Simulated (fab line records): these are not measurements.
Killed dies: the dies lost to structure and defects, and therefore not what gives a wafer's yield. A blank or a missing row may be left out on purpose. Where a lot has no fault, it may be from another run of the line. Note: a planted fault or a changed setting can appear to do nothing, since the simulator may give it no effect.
fab line records	flow nand-harc
record lots=13	wafers=39	last-day=24
route steps=1159 shown A_ONON_D1@424 THIN_TSV@1119 END@1159
lots that met no fault: taken from a fault-free run of the same line
start-h: hours from the record's first day to the start of the lot's first wafer shown	wait-h: how many hours have passed since the lot's step before this one	" as in the row above	L1.1+2: a single row standing in for several wafers	- either no value or no given start	* or withheld: withheld	< > ~ a bound
route shown NAME@n: NAME is a module with steps in the file, n the number in the route of the first one	usual: average and standard deviation across the fault-free wafers	same: alike in all rows	chamber/n: place in a boat	sites: the reading at each site	_std_site: standard deviation across them	_edge_site: outer sites' mean less inner sites'	radius-mm: for every site, how far away it sits from the centre of the wafer	mask NAME#n: copy n	behind: the last tool/chamber to shape the wafer	hold: cause of the lot's hold/its duration in hours/its outcome	device: transistor that didn't switch, given as n, p or np	end of line: tests run on the same wafers once the route is complete	where a step has no rows: the recipe by itself	killed: dies that structure and defects cost at the first sort, which is not the same as the wafer's yield	map: a wafer's dies, marking killed ones x, the rest . and places with no die _
set.NAME: the setting that was run; set.NAME@STEP: the one run at that earlier step	model.NAME: the simulator's own value behind a step, which no gauge read
the route's steps for a sample of lots (tables are steps, rows are wafers)
services: from which hour (start-h, from the record's first day; less than 0 if before it) a tool's chamber was out of use, for how many hours, and why
## steps
# step NHARC_A_ONON_D1_DEP_00
# recipe target-thk-a=10000	n2-flow-sccm=2750	n2o-flow-sccm=2000	nh3-flow-sccm=500	sih4-flow-sccm=210	temp-c=400
# usual sih4-flow-sccm=210.0/0.63
lot.wafer	tool	chamber	start-h	wait-h	sih4-flow-sccm
L834.2	pecvd-onon-02	0	147.96	0.1	210.4
L834.4	"	0	"	"	209.5
L834.6	"	0	"	"	208.7
L835.1	pecvd-onon-01	0	165.06	0.1	209.8
L835.3	"	0	"	"	209.5
L835.6	"	0	"	"	210.0
L836.2	pecvd-onon-04	0	165.08	0.1	210.1
L836.3	"	0	"	"	210.0
L836.5	"	0	"	"	210.0
L837.1	pecvd-onon-04	0	181.78	0.1	210.6
L837.3	"	0	"	"	210.2
L837.5	"	0	"	"	211.2
L838.3	pecvd-onon-02	0	181.89	0.2	211.0
L838.5	"	0	"	"	211.0
L838.6	"	0	"	"	210.8
L839.1	pecvd-onon-04	0	190.19	0.1	209.9
L839.2	"	0	"	"	210.9
L839.3	"	0	"	"	209.8
L840.1	pecvd-onon-02	0	198.48	0.1	209.6
L840.5	"	0	"	"	208.6
L840.6	"	0	"	"	210.3
L841.4	pecvd-onon-04	0	198.66	0.2	210.3
L841.5	"	0	"	"	210.8
L841.6	"	0	"	"	210.6
L843.2	pecvd-onon-04	0	209.96	0.4	210.7
L843.3	"	0	"	"	210.4
L843.4	"	0	"	"	210.8
L845.1	pecvd-onon-04	0	230.91	0.1	209.6
L845.3	"	0	"	"	209.2
L845.5	"	0	"	"	209.3
L844.2	pecvd-onon-04	0	250.06	0.2	211.9
L844.3	"	0	"	"	211.3
L844.4	"	0	"	"	211.1
L854.1	pecvd-onon-01	0	269.07	0.1	209.1
L854.3	"	0	"	"	209.8
L854.5	"	0	"	"	210.9
L856.1	pecvd-onon-01	0	285.65	0.1	210.5
L856.3	"	0	"	"	210.6
L856.4	"	0	"	"	211.0
# step NHARC_THIN_TSV_ETCH_44
# recipe target-depth-a=15942	time-s=797.1	cf4-flow-sccm=150	o2-flow-sccm=10	ar-flow-sccm=0	rf-w=300	bias-w=800	chemistry=CF4/O2
# usual bias-w=800.0/2.1	drypump-motor-current-A=5.8/0.38	mfc-ar-sccm=0.003/0.0066	oes-product-au=0.999/0.0077	rf-fwd-power-W=299.6/0.85	rf-vpp-V=793/4.9	showerhead-plenum-p-Torr=1.81/0.079	throttle-valve-pct=16.913/0.0087
# same time-s=797.1
lot.wafer	tool	chamber	start-h	wait-h	bias-w	drypump-motor-current-A	mfc-ar-sccm	oes-product-au	rf-fwd-power-W	rf-hours-counter-h	rf-vpp-V	showerhead-plenum-p-Torr	throttle-valve-pct
L834.2	rie-diel-13	2	423.65	0.1	800.1	5.6	0	1.002	300.6	16	788	1.73	16.902
L834.4	"	3	"	"	803.7	5.2	0.002	0.999	298.3	16	792	1.79	16.903
L834.6	"	1	"	"	799.9	5.8	0	0.994	298.5	-	800	1.90	16.910
L835.1	rie-diel-10	3	424.66	0.1	798.5	6.1	0	0.990	298.7	4	788	1.72	16.913
L835.3	"	2	"	"	797.0	6.0	0.001	1.001	299.2	4	792	1.80	16.917
L835.6	"	0	"	"	797.8	5.4	0.000	1.000	300.3	-	790	1.77	16.925
L836.3	rie-diel-13	2	435.53	0.1	799.8	5.6	0	0.998	299.1	17	789	1.73	16.904
L836.2	"	1	"	"	799.2	5.8	0	0.997	299.9	16	799	1.90	16.907
L836.5	"	3	"	"	801.5	5.2	0.002	1.003	299.7	-	791	1.79	16.911
L838.3	rie-diel-08	1	436.77	0.1	804.8	5.6	0	1.000	299.8	9	803	1.94	16.915
L838.5	"	0	"	"	802.7	6.3	0	1.008	300.5	-	791	1.79	16.906
L838.6	"	1	"	"	803.7	5.6	0	1.008	300.6	-	801	1.94	16.904
L837.3	rie-diel-13	2	438.16	0.2	799.9	5.5	0	0.998	299.4	18	788	1.73	16.900
L837.1	"	3	"	"	800.5	5.2	0.002	0.995	299.8	18	793	1.79	16.918
L837.5	"	1	"	"	797.4	5.7	0	1.004	299.9	-	799	1.90	16.903
L839.3	rie-diel-10	1	454.85	0.1	796.1	5.5	0	1.002	299.9	6	791	1.80	16.921
L839.1	"	2	"	"	798.7	6.0	0.001	0.996	299.7	6	792	1.80	16.922
L839.2	"	3	"	"	803.0	6.1	0	0.989	299.4	6	789	1.72	16.920
L841.4	rie-diel-13	0	468.95	0.2	800.5	6.5	0.024	1.001	299.9	0	801	1.95	16.911
L841.6	"	1	"	"	803.3	5.7	0	0.989	300.3	-	799	1.90	16.921
L841.5	"	2	"	"	801.6	5.6	0	1.001	298.9	-	788	1.73	16.913
L840.1	rie-diel-13	0	470.12	0.2	800.8	6.5	0.024	0.991	299.7	0	801	1.95	16.906
L840.6	"	1	"	"	801.7	5.7	0	0.991	298.9	-	800	1.90	16.902
L840.5	"	2	"	"	801.9	5.6	0	1.002	299.8	-	788	1.73	16.922
L843.3	rie-diel-10	3	477.06	0.1	799.8	6.1	0	0.983	300.5	8	787	1.72	16.910
L843.2	"	0	"	"	799.1	5.4	0.000	0.981	299.6	9	790	1.77	16.915
L843.4	"	1	"	"	802.1	5.5	0	0.988	300.6	9	792	1.80	16.899
L845.3	rie-diel-13	0	484.71	0.1	799.2	6.5	0.024	0.999	300.3	4	802	1.95	16.925
L845.1	"	1	"	"	801.9	5.7	0	1.005	299.3	4	799	1.90	16.903
L845.5	"	1	"	"	799.4	5.7	0	1.000	299.1	-	799	1.90	16.917
L844.3	rie-diel-08	1	504.60	0.1	802.1	5.6	0	0.990	300.2	1	801	1.94	16.908
L844.4	"	3	"	"	798.6	5.4	0.009	0.989	298.5	1	790	1.75	16.916
L844.2	"	0	"	"	801.4	6.3	0	0.987	299.3	1	791	1.79	16.919
L854.1	rie-diel-08	2	538.57	0.3	797.1	5.9	0.002	0.998	299.6	5	789	1.74	16.908
L854.3	"	3	"	"	797.5	5.4	0.009	0.993	299.7	4	791	1.75	16.911
L854.5	"	1	"	"	799.9	5.6	0	1.008	299.0	-	802	1.94	16.912
L856.3	rie-diel-10	1	560.17	0.1	798.9	5.5	0	0.986	298.6	2	791	1.79	16.921
L856.1	"	2	"	"	802.9	6.0	0.001	1.001	299.0	2	792	1.80	16.923
L856.4	"	3	"	"	802.1	6.1	0	0.979	299.2	2	788	1.72	16.917
# step NHARC_THIN_TSV_PVD_51
# recipe target-thk-a=1000	chamber-pressure-pa=5	material=Cu
# usual throttle-valve-pct=30.5/1
lot.wafer	tool	chamber	start-h	wait-h	throttle-valve-pct
L834.4	pvd-sputter-03	-	-	-	30.6
L834.2	"	-	"	"	30.6
L834.6	"	-	"	"	30.8
L835.3	pvd-sputter-03	-	-	-	30.7
L835.1	"	-	"	"	30.8
L835.6	"	-	"	"	31.4
L836.3	pvd-sputter-01	-	-	-	31.7
L836.2	"	-	"	"	28.3
L836.5	"	-	"	"	31.9
L838.3	pvd-sputter-01	-	-	-	31.2
L838.6	"	-	"	"	28.6
L838.5	"	-	"	"	30.8
L837.3	pvd-sputter-03	-	-	-	30.5
L837.1	"	-	"	"	31.3
L837.5	"	-	"	"	31.0
L839.2	pvd-sputter-01	-	-	-	30.7
L839.3	"	-	"	"	31.1
L839.1	"	-	"	"	28.2
L841.4	pvd-sputter-02	-	-	-	30.5
L841.6	"	-	"	"	30.4
L841.5	"	-	"	"	30.6
L840.1	pvd-sputter-01	-	-	-	29.0
L840.5	"	-	"	"	31.3
L840.6	"	-	"	"	28.3
L843.3	pvd-sputter-02	-	-	-	30.3
L843.2	"	-	"	"	30.4
L843.4	"	-	"	"	30.4
L845.1	pvd-sputter-01	-	-	-	31.0
L845.3	"	-	"	"	31.6
L845.5	"	-	"	"	30.6
L844.2	pvd-sputter-01	-	-	-	31.4
L844.4	"	-	"	"	28.5
L844.3	"	-	"	"	30.9
L854.1	pvd-sputter-03	-	-	-	30.4
L854.3	"	-	"	"	31.1
L854.5	"	-	"	"	30.4
L856.3	pvd-sputter-01	-	-	-	28.5
L856.4	"	-	"	"	31.6
L856.1	"	-	"	"	31.4
# step NHARC_THIN_TSV_PRE_CLEAN_54
# recipe time-s=30	temp-c=280	gas=H2/He
# usual heater-power-w=405/42
# same time-s=30
lot.wafer	tool	chamber	start-h	wait-h	heater-power-w
L834.4	pvd-sputter-01	-	428.18	0.1	380
L834.2	"	-	"	"	355
L834.6	"	-	"	"	360
L835.1	pvd-sputter-03	-	429.80	0.1	449
L835.3	"	-	"	"	522
L835.6	"	-	"	"	412
L836.2	pvd-sputter-01	-	440.23	0.1	425
L836.3	"	-	"	"	366
L836.5	"	-	"	"	383
L838.3	pvd-sputter-01	-	441.32	0.1	413
L838.6	"	-	"	"	381
L838.5	"	-	"	"	353
L837.3	pvd-sputter-03	-	442.85	0.1	416
L837.1	"	-	"	"	522
L837.5	"	-	"	"	420
L839.2	pvd-sputter-01	-	460.85	0.1	379
L839.1	"	-	"	"	369
L839.3	"	-	"	"	363
L841.4	pvd-sputter-03	-	473.80	0.1	507
L841.6	"	-	"	"	427
L841.5	"	-	"	"	388
L840.1	pvd-sputter-03	-	474.62	0.1	397
L840.5	"	-	"	"	444
L840.6	"	-	"	"	504
L843.2	pvd-sputter-02	-	482.65	0.1	366
L843.4	"	-	"	"	377
L843.3	"	-	"	"	388
L845.3	pvd-sputter-02	-	489.65	0.0	394
L845.1	"	-	"	"	370
L845.5	"	-	"	"	368
L844.3	pvd-sputter-02	-	509.23	0.1	385
L844.4	"	-	"	"	374
L844.2	"	-	"	"	369
L854.1	pvd-sputter-01	-	551.67	0.0	384
L854.3	"	-	"	"	366
L854.5	"	-	"	"	390
L856.4	pvd-sputter-03	-	566.05	0.0	515
L856.3	"	-	"	"	434
L856.1	"	-	"	"	432
# step NHARC_END_SORT_01
# recipe temp-c=25
# usual killed-at-array=29/11	killed-at-other=0.6/0.92	killed-at-periphery=3.2/2	killed-dies=33/11	killed-open=3.2/2	killed-short=1.9/1.5
# same gross-dies=677
lot.wafer	tool	chamber	start-h	wait-h	killed-at-array	killed-at-other	killed-at-periphery	killed-dies	killed-open	killed-short
L845.1	prober-01	0	500.70	2.5	65	2	3	70	2	0
L845.3	prober-01	0	502.30	3.1	76	0	6	82	5	3
L845.5	prober-01	0	503.89	3.7	78	0	6	84	5	1
L844.2	prober-01	0	520.22	2.8	77	0	7	84	7	2
L844.3	prober-01	0	521.00	3.1	74	0	4	78	7	2
L844.4	prober-01	0	521.79	3.3	80	0	4	84	6	0
# killed by level:class
L845.1 A_ONON_D1:unspecified=40 A_SLIT:chamber-film-flake=11 A_STAIRCASE:chamber-film-flake=6 A_CHANNEL_HOLE_D1:chamber-film-flake=4 A_CONTACT:chamber-film-flake=2 THIN_TSV:chamber-film-flake=2 P_M0:geometric-particle:open=1 A_ONON_D1:geometric-particle:open=1
L845.3 A_ONON_D1:unspecified=49 A_SLIT:chamber-film-flake=11 A_CHANNEL_HOLE_D1:chamber-film-flake=3 A_WL_FILL:chamber-film-flake=3 P_M0:geometric-particle:open=2 P_M0:chamber-film-flake=2 A_STAIRCASE:chamber-film-flake=2 A_CONTACT:chamber-film-flake=2
L845.5 A_ONON_D1:unspecified=45 A_SLIT:chamber-film-flake=17 A_CHANNEL_HOLE_D1:chamber-film-flake=5 A_CONTACT:chamber-film-flake=4 P_M0:chamber-film-flake=2 A_STAIRCASE:chamber-film-flake=2 P_STI:geometric-particle:open=1 P_M0:geometric-particle:open=1
L844.2 A_ONON_D1:unspecified=49 A_SLIT:chamber-film-flake=9 P_ZERO_WELL:chamber-film-flake=6 A_CONTACT:chamber-film-flake=6 A_CONTACT:geometric-particle:open=4 A_CHANNEL_HOLE_D1:chamber-film-flake=4 P_M0:geometric-particle:open=1 A_SOURCE_PLATE:geometric-particle:open=1
L844.3 A_ONON_D1:unspecified=46 A_SLIT:chamber-film-flake=13 A_CHANNEL_HOLE_D1:chamber-film-flake=4 A_WL_FILL:chamber-film-flake=3 A_CONTACT:geometric-particle:open=2 A_CONTACT:chamber-film-flake=2 P_CONTACT:geometric-particle:open=1 P_M0:geometric-particle:open=1
L844.4 A_ONON_D1:unspecified=45 A_SLIT:chamber-film-flake=16 A_CHANNEL_HOLE_D1:chamber-film-flake=5 A_STAIRCASE:chamber-film-flake=4 A_CONTACT:chamber-film-flake=4 A_CHANNEL_FILL_D1:geometric-particle:open=3 P_ZERO_WELL:chamber-film-flake=3 A_ONON_D1:geometric-particle:open=2
## services
tool	chamber	start-h	hours	kind
pvd-sputter-01	-	147.89	1.3	repair
pvd-sputter-01	-	158.00	10.0	pm
pvd-sputter-01	-	169.28	0.5	repair
pvd-sputter-01	-	234.33	4.0	repair
pecvd-onon-04	-	237.00	13.0	pm
rie-diel-13	-	276.03	9.0	pm
pvd-sputter-03	-	280.00	10.0	pm
rie-diel-13	-	288.06	1.6	repair
pvd-sputter-01	-	290.02	7.5	repair
pvd-sputter-01	-	307.73	7.5	repair
rie-diel-13	0	321.48	4.0	repair
pvd-sputter-01	-	335.26	4.7	repair
pvd-sputter-03	-	347.23	0.5	repair
rie-diel-13	0	349.35	7.8	repair
pvd-sputter-03	-	351.74	8.1	repair
rie-diel-13	1	355.52	13.5	repair
pvd-sputter-03	-	381.02	1.5	repair
rie-diel-13	2	412.41	3.2	repair
pecvd-onon-04	-	418.00	13.0	pm
pvd-sputter-03	-	436.57	2.1	repair
pvd-sputter-03	-	450.87	2.6	repair
pvd-sputter-03	-	458.00	10.0	pm
pvd-sputter-01	-	517.96	10.0	pm
pvd-sputter-03	-	556.85	1.4	repair
## key
first-sign step=NHARC_END_SORT_01	reading=killed-at-array	direction=up	sigmas=4.3	usual=29	struck=75
effect step=NHARC_END_SORT_01	reading=killed-dies	direction=up	sigmas=4.3	usual=33	struck=80
more-kills-born-at NHARC_A_ONON_D1_DEP_00@pecvd-onon-04=274
met-at NHARC_A_ONON_D1_DEP_00
struck-lots L844,L845
tester-left-out L844,L845
not-acting-at NHARC_THIN_TSV_ETCH_44,NHARC_THIN_TSV_PVD_51,NHARC_THIN_TSV_PRE_CLEAN_54
onset-between 209.96 230.91
fault kind=chamber-particle-source	tool=pecvd-onon-04	chamber=-	onset-h=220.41	steps=NHARC_A_ONON_D1_DEP_00	rate-per-visit-cm2=0.42743	end-h=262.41
# tester-left-out: of these lots the tester's yield and bins aren't shown, on N5 and GAA mostly nor the transistor test; their killed dies are dies lost to structure and defects alone, not to doping, threshold or leakage, so they don't give the yield
